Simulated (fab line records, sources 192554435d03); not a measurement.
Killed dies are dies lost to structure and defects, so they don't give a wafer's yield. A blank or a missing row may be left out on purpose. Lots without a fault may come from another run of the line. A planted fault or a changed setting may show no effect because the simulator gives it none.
fab line records | flow n5_finfet
record lots=8 wafers=24 last_day=20
route steps=1938 shown MOL_CONTACT_COAG@615 BEOL_M0_SAQP@634 BEOL_M4@1111
lots that met no fault: from a run of the same line without faults
start_h: hours from the record's first day to the start of the lot's first wafer shown | wait_h: hours since the lot's step before | " the same as in the row above | L1.1+2: a row that stands for several wafers | - no value, or no start given | * or withheld: withheld | < > ~ a bound
route shown NAME@n: a module of which the file shows steps, and the number in the route of the first | usual: mean/standard deviation of fault-free wafers | same: alike in all rows | chamber/n: place in a boat | sites: the reading at each site | _std_site: their standard deviation | _edge_site: outer sites' mean less inner sites' | radius_mm: how far each site lies from the wafer's centre | mask NAME#n: copy n | behind: the tool/chamber that last shaped the wafer | hold: why the lot was held/for how many hours/how that ended | device: the transistor (n, p or np) that didn't switch | end of line: the same wafers' tests at the end of the route | a step without rows: its recipe alone | killed: dies lost to structure and defects at the first sort, not the wafer's yield | map: a wafer's dies, x killed, . not, _ none there
set.NAME: the setting as run; set.NAME@STEP: as run at that earlier step | model.NAME: the simulator's own value behind a step, which no gauge read
steps of the route over a sample of lots; a table a step, a row a wafer
services: from which hour (start_h, from the record's first day; less than 0 if before it) a tool's chamber was out of use, for how many hours, and why
## steps
# step N5_MOL_CONTACT_COAG_VIA_ETCH_117
# recipe chemistry=C4F6/O2 target_depth_a=400 overetch_a=80 mask_material=SOC target=SiO2 bias_w=455 pressure_mtorr=10 time_s=26 source_w=325 Ar_flow_sccm=300 C4F6_flow_sccm=10 O2_flow_sccm=10 ion_energy_ev=575.3 ends=end_point
# usual C4F6_flow_sccm=9.995/0.028 bias_w=455.0/1.3 drypump_motor_current_A=5.6/0.39 mfc_ar_sccm=300.1/0.89 oes_product_au=0.72/0.083 rf_vpp_V=1591/36 showerhead_plenum_p_Torr=2.90/0.081 throttle_valve_pct=40.9/0.44
# columns lot.wafer tool chamber start_h wait_h C4F6_flow_sccm bias_w drypump_motor_current_A mfc_ar_sccm oes_product_au rf_hours_counter_h rf_vpp_V showerhead_plenum_p_Torr throttle_valve_pct
L580.2 rie_diel-04 2 108.01 0.0 10.010 454.0 6.0 299.5 0.67 175 1603 2.84 41.3
L580.4 " 3 " " 10.003 454.5 5.5 298.1 0.63 - 1665 2.92 41.4
L580.5 " 2 " " 9.996 454.5 5.9 300.4 0.68 - 1603 2.84 41.3
L581.3 rie_diel-06 2 116.13 0.0 10.012 454.4 5.6 300.4 0.63 225 1528 2.92 40.9
L581.4 " 1 " " 10.060 455.1 5.6 299.6 0.77 53 1605 2.88 41.2
L581.5 " 2 " " 9.961 455.5 5.6 300.0 0.62 - 1526 2.92 40.9
L584.1 rie_diel-01 0 131.26 0.0 9.954 454.6 5.9 300.1 0.86 2 1590 3.05 41.0
L584.2 " 3 " " 10.006 454.4 5.2 299.7 0.80 29 1539 2.91 40.9
L584.3 " 2 " " 9.965 456.7 5.9 298.6 0.77 44 1560 2.98 40.1
L589.3 rie_diel-04 2 168.02 0.0 10.030 455.5 6.0 299.2 0.66 196 1602 2.83 41.3
L589.5 " 1 " " 9.939 450.2 6.2 300.7 0.66 - 1582 2.96 41.5
L589.6 " 0 " " 10.005 454.7 6.1 299.3 0.84 - 1609 2.89 40.5
L592.1 rie_diel-01 2 188.06 0.0 10.034 454.5 5.9 299.8 0.74 66 1560 2.97 40.1
L592.2 " 0 " " 10.007 453.5 5.9 300.8 0.80 24 1590 3.04 41.0
L592.5 " 0 " " 10.031 452.3 5.9 299.7 0.79 - 1589 3.04 41.0
L596.2 rie_diel-04 2 207.60 0.0 9.985 455.4 6.0 299.8 0.65 210 1601 2.82 41.3
L596.4 " 0 " " 10.022 457.9 6.1 299.0 0.81 35 1607 2.89 40.5
L596.6 " 0 " " 9.987 457.9 6.1 299.3 0.81 - 1610 2.89 40.5
L601.1 rie_diel-01 1 231.57 0.0 10.071 456.0 5.3 301.1 0.65 226 1589 2.93 41.3
L601.2 " 0 " " 9.988 452.4 5.9 299.6 0.77 40 1590 3.03 41.0
L601.4 " 2 " " 9.985 456.4 5.9 299.4 0.72 83 1560 2.96 40.1
L602.1 rie_diel-04 2 243.20 0.0 9.955 453.7 6.0 300.3 0.64 223 1602 2.81 41.3
L602.2 " 0 " " 10.016 454.8 6.1 299.8 0.79 48 1607 2.88 40.5
L602.4 " 1 " " 9.950 453.9 6.2 299.4 0.64 220 1584 2.95 41.5
# step N5_BEOL_M0_SAQP_HM_DEP_02
# recipe material=TiN target_thk_a=120 temp_c=25 chamber_pressure_pa=0.49996
# usual throttle_valve_pct=29.8/0.65
# columns lot.wafer tool chamber start_h wait_h throttle_valve_pct
L580.2 pvd_sputter-03 - 116.34 2.7 29.5
L580.4 " - " " 29.1
L580.5 " - " " 29.3
L581.3 pvd_sputter-02 - 121.22 0.6 29.9
L581.4 " - " " 29.3
L581.5 " - " " 29.0
L584.1 pvd_sputter-03 - 136.36 0.6 29.9
L584.2 " - " " 30.9
L584.3 " - " " 29.2
L589.3 pvd_sputter-03 - 173.43 0.9 29.1
L589.5 " - " " 30.6
L589.6 " - " " 29.7
L592.1 pvd_sputter-01 - 192.80 0.2 31.2
L592.2 " - " " 30.1
L592.5 " - " " 30.1
L596.2 pvd_sputter-02 - 212.46 0.3 28.8
L596.4 " - " " 30.1
L596.6 " - " " 30.1
L601.1 pvd_sputter-02 - 236.54 0.4 29.5
L601.2 " - " " 29.9
L601.4 " - " " 28.8
L602.1 pvd_sputter-03 - 248.95 1.2 30.5
L602.2 " - " " 29.0
L602.4 " - " " 29.6
# step N5_BEOL_M0_SAQP_EXPOSE_11
# recipe mask_id=M0_CORE na=1.35 source_shape=dipole sigma_inner=0.538 sigma_outer=0.738 polarization=te target_cd_nm=42 dose_mj=55
# usual exposure_dose_mJ_cm2=54.97/0.058 focus_offset_nm=0.1/0.6 stage_vel_mm_s=500.01/0.24
# columns lot.wafer tool chamber start_h wait_h mask exposure_dose_mJ_cm2 focus_offset_nm stage_vel_mm_s
L580.2 arfi_scanner-01 0 116.91 - M0_CORE#0 55.03 0.2 500.13
L580.4 " 0 " " M0_CORE#0 55.03 0.8 499.81
L580.5 " 0 " " M0_CORE#0 54.92 0.9 499.88
L581.3 arfi_scanner-02 0 121.92 - M0_CORE#0 54.93 0.0 499.92
L581.4 " 0 " " M0_CORE#0 54.99 1.1 500.50
L581.5 " 0 " " M0_CORE#0 54.99 1.0 500.13
L584.1 arfi_scanner-02 0 137.04 - M0_CORE#0 54.99 -1.4 499.97
L584.2 " 0 " " M0_CORE#0 54.97 0.0 500.32
L584.3 " 0 " " M0_CORE#0 55.03 -0.5 500.29
L589.3 arfi_scanner-02 0 174.16 - M0_CORE#0 53.30 -1.1 499.63
L589.5 " 0 " " M0_CORE#0 53.30 -0.3 500.09
L589.6 " 0 " " M0_CORE#0 53.26 -0.2 500.05
L592.1 arfi_scanner-02 0 193.48 - M0_CORE#0 53.51 0.1 500.62
L592.2 " 0 " " M0_CORE#0 53.50 -0.3 500.32
L592.5 " 0 " " M0_CORE#0 53.54 0.2 500.03
L596.2 arfi_scanner-03 0 213.24 - M0_CORE#0 54.99 0.0 500.18
L596.4 " 0 " " M0_CORE#0 55.01 0.1 500.30
L596.6 " 0 " " M0_CORE#0 54.94 0.3 500.41
L601.1 arfi_scanner-03 0 237.32 - M0_CORE#0 55.03 0.1 499.94
L601.2 " 0 " " M0_CORE#0 55.00 0.0 500.26
L601.4 " 0 " " M0_CORE#0 54.87 0.1 500.19
L602.1 arfi_scanner-03 0 249.51 - M0_CORE#0 55.01 1.0 500.43
L602.2 " 0 " " M0_CORE#0 54.93 0.3 499.81
L602.4 " 0 " " M0_CORE#0 54.97 1.2 500.11
# step N5_BEOL_M0_SAQP_CD_MEAS_14
# recipe target_cd_nm=42.5 landing_energy_ev=500 detector=se_inlens
# usual cd_nm=42.5/0.35
# columns lot.wafer tool chamber start_h wait_h cd_nm
L580.2 cd_sem-01 0 117.03 - 42.1
L580.4 " 0 " " 42.4
L580.5 " 0 " " 42.4
L581.3 cd_sem-01 0 122.04 - 42.1
L581.4 " 0 " " 42.7
L581.5 " 0 " " 43.0
L584.1 cd_sem-03 0 137.17 - 42.4
L584.2 " 0 " " 42.9
L584.3 " 0 " " 42.8
L589.3 cd_sem-01 0 174.27 - 44.0
L589.5 " 0 " " 43.4
L589.6 " 0 " " 43.9
L592.1 cd_sem-03 0 193.61 - 43.9
L592.2 " 0 " " 43.5
L592.5 " 0 " " 43.1
L596.2 cd_sem-02 0 213.36 - 42.3
L596.4 " 0 " " 42.2
L596.6 " 0 " " 42.2
L601.1 cd_sem-01 0 237.45 - 42.7
L601.2 " 0 " " 42.7
L601.4 " 0 " " 42.4
L602.1 cd_sem-01 0 249.64 - 42.7
L602.2 " 0 " " 42.6
L602.4 " 0 " " 42.6
# step N5_BEOL_M0_SAQP_DESCUM_19
# recipe chemistry=O2 time_s=7.9 source_power_w=50 bias_power_w=20 pressure_mtorr=20 rf_frequency_hz=2.712e+07 temp_c=40 resist=CAR-ArF o2_flow_sccm=225
# usual drypump_motor_current_A=5.6/0.47 o2_flow_sccm=224.8/0.71 oes_product_au=0.76/0.083 rf_vpp_V=243.4/1.4 showerhead_plenum_p_Torr=2.11/0.067 throttle_valve_pct=20.31/0.2
# columns lot.wafer tool chamber start_h wait_h drypump_motor_current_A o2_flow_sccm oes_product_au rf_hours_counter_h rf_vpp_V showerhead_plenum_p_Torr throttle_valve_pct
L580.2 rie_diel-03 1 117.11 0.0 6.4 224.8 0.69 240 241.3 2.06 20.22
L580.4 " 2 " " 5.7 224.7 0.69 215 243.2 2.14 20.20
L580.5 " 2 " " 5.7 225.4 0.69 - 242.9 2.14 20.19
L581.3 rie_diel-05 2 122.12 0.0 5.6 225.0 0.67 227 241.5 2.00 20.54
L581.4 " 1 " " 5.4 226.6 0.90 32 244.8 2.21 20.02
L581.5 " 3 " " 5.0 225.0 0.71 - 242.1 2.16 20.35
L584.1 rie_diel-03 2 137.27 0.0 5.6 225.6 0.68 221 244.5 2.14 20.20
L584.2 " 0 " " 5.1 224.8 0.73 184 245.0 2.16 20.39
L584.3 " 3 " " 5.2 224.8 0.86 40 244.2 2.12 20.10
L589.3 rie_diel-03 2 174.36 0.0 5.7 225.4 0.68 234 242.8 2.13 20.22
L589.5 " 0 " " 5.1 223.5 0.72 - 244.1 2.15 20.39
L589.6 " 2 " " 5.7 224.7 0.68 - 244.5 2.13 20.21
L592.1 rie_diel-02 3 193.99 0.3 6.0 224.6 0.72 192 241.6 1.99 20.42
L592.2 " 2 " " 5.6 225.6 0.73 189 244.1 2.18 20.31
L592.5 " 0 " " 5.0 224.4 0.68 - 245.7 2.16 20.26
L596.2 rie_diel-02 0 213.45 0.0 5.1 225.2 0.68 243 244.0 2.15 20.25
L596.4 " 2 " " 5.6 225.5 0.74 194 244.5 2.18 20.33
L596.6 " 3 " " 6.0 225.1 0.73 - 242.0 1.99 20.40
L601.1 rie_diel-02 3 237.54 0.0 6.0 224.4 0.71 207 242.0 1.98 20.41
L601.2 " 2 " " 5.5 225.0 0.73 204 243.3 2.17 20.32
L601.4 " 3 " " 6.0 224.6 0.71 - 242.2 1.98 20.42
L602.1 rie_diel-05 3 250.08 0.4 5.0 224.9 0.69 245 242.7 2.14 20.41
L602.2 " 1 " " 5.5 225.1 0.84 77 245.1 2.20 20.11
L602.4 " 0 " " 5.6 223.4 0.94 17 241.6 2.07 20.44
# step N5_BEOL_M4_RC_MEAS_101
# usual DIBL_N=36.0/1.9 DIBL_P=35.6/2.2 IOFF_N=0.15/0.031 IOFF_P=0.19/0.032 ION_N=668/11 ION_P=455/7.2 SS_N=71.5/0.65 SS_P=73.4/0.64 VT_N=251/3.6 VT_P=-253/3.3
# columns lot.wafer tool chamber start_h wait_h DIBL_N[mV/V] DIBL_P[mV/V] IOFF_N[nA/um] IOFF_P[nA/um] ION_N[uA/um] ION_P[uA/um] SS_N[mV/dec] SS_P[mV/dec] VT_N[mV] VT_P[mV]
L580.2 prober-02 0 193.89 0.2 35.0 34.2 0.11 0.14 661 445 72.1 72.7 258 -259
L580.4 " 0 " " 35.1 34.4 0.12 0.14 658 444 71.0 72.9 254 -256
L580.5 " 0 " " 36.2 36.1 0.13 0.16 669 453 71.8 73.5 252 -258
L581.3 prober-01 0 198.86 0.3 34.8 34.5 0.13 0.17 647 445 71.1 72.7 252 -253
L581.4 " 0 " " 36.2 35.2 0.15 0.17 663 453 70.9 72.5 254 -253
L581.5 " 0 " " 36.5 35.6 0.15 0.17 655 441 71.8 73.5 251 -254
L584.1 prober-02 0 241.66 0.0 33.2 32.0 0.11 0.14 649 441 72.3 71.9 260 -256
L584.2 " 0 " " 38.8 39.7 0.21 0.25 672 453 73.0 73.9 246 -249
L584.3 " 0 " " 34.7 34.8 0.13 0.18 658 454 71.3 73.4 255 -252
L589.3 prober-01 0 288.47 0.3 33.1 33.0 0.11 0.17 663 455 70.5 72.5 251 -254
L589.5 " 0 " " 33.8 33.7 0.12 0.17 661 454 71.3 73.3 250 -253
L589.6 " 0 " " 32.3 31.0 0.10 0.14 658 449 70.5 73.1 255 -256
L592.1 prober-02 0 304.20 0.0 36.9 37.9 0.18 0.21 683 459 71.5 73.2 246 -253
L592.2 " 0 " " 36.6 38.0 0.16 0.20 668 453 71.7 73.3 252 -250
L592.5 " 0 " " 38.0 38.5 0.20 0.22 685 461 71.9 74.0 247 -250
L596.2 prober-01 0 322.82 0.2 38.0 36.6 0.17 0.21 677 463 70.9 74.0 249 -251
L596.4 " 0 " " 36.8 34.7 0.14 0.18 666 459 71.3 73.7 248 -253
L596.6 " 0 " " 38.8 37.1 0.18 0.21 683 461 72.0 73.4 248 -250
L601.1 prober-02 0 333.71 0.0 33.1 33.5 0.11 0.13 662 444 70.6 72.9 259 -262
L601.2 " 0 " " 34.7 35.8 0.13 0.16 666 443 71.6 73.6 255 -262
L601.4 " 0 " " 34.6 37.0 0.14 0.17 665 449 71.9 74.3 252 -259
L602.1 prober-01 0 361.52 0.0 34.9 33.6 0.13 0.17 671 460 71.2 73.1 250 -252
L602.2 " 0 " " 34.3 33.6 0.12 0.18 653 451 70.9 73.2 254 -253
L602.4 " 0 " " 37.0 36.7 0.16 0.24 684 469 71.4 74.6 248 -246
## services
# columns tool chamber start_h hours kind
arfi_scanner-03 - 84.64 1.8 repair
arfi_scanner-02 - 87.05 1.3 pm
rie_diel-01 1 88.33 1.7 repair
pvd_sputter-03 - 93.21 4.6 repair
arfi_scanner-02 - 100.12 0.8 pm
arfi_scanner-03 - 107.10 1.0 pm
rie_diel-03 - 107.77 2.8 pm
arfi_scanner-02 - 108.43 1.0 pm
rie_diel-01 1 111.49 9.7 repair
rie_diel-02 1 125.47 2.9 repair
arfi_scanner-03 - 131.95 1.3 pm
arfi_scanner-03 - 135.50 0.8 pm
arfi_scanner-03 - 143.98 1.3 repair
arfi_scanner-02 - 147.48 1.6 repair
rie_diel-02 1 154.53 9.8 repair
rie_diel-01 3 156.77 43.4 repair
rie_diel-04 1 171.89 1.4 repair
arfi_scanner-02 - 173.25 0.6 repair
rie_diel-03 0 202.03 2.2 repair
rie_diel-01 - 202.64 0.5 repair
arfi_scanner-02 - 208.87 1.0 pm
arfi_scanner-03 - 208.96 1.0 pm
arfi_scanner-02 - 212.55 1.3 pm
arfi_scanner-02 - 231.36 1.6 repair
## key
first_sign step=N5_BEOL_M0_SAQP_EXPOSE_11 reading=exposure_dose_mJ_cm2 direction=down sigmas=27 usual=54.97 struck=53.40
effect step=N5_BEOL_M0_SAQP_CD_MEAS_14 reading=cd_nm direction=up sigmas=3.2 usual=42.5 struck=43.6 through=control_loop
met_at N5_BEOL_M0_SAQP_EXPOSE_11
struck_lots L589,L592
loop_trim step=N5_BEOL_M0_SAQP_EXPOSE_11 setting=dose lots=L592
not_acting_at N5_MOL_CONTACT_COAG_VIA_ETCH_117,N5_BEOL_M0_SAQP_HM_DEP_02,N5_BEOL_M0_SAQP_DESCUM_19
onset_between 137.04 174.16
fault kind=process_parameter_drift tool=arfi_scanner-02 chamber=- onset_h=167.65 steps=N5_BEOL_M0_SAQP_EXPOSE_11 channel=dose_mj offset=-1.7919 shape=step acts_in=these_recipes_only stated=55
# loop_trim: a control loop set the setting to another value than it would have without faults
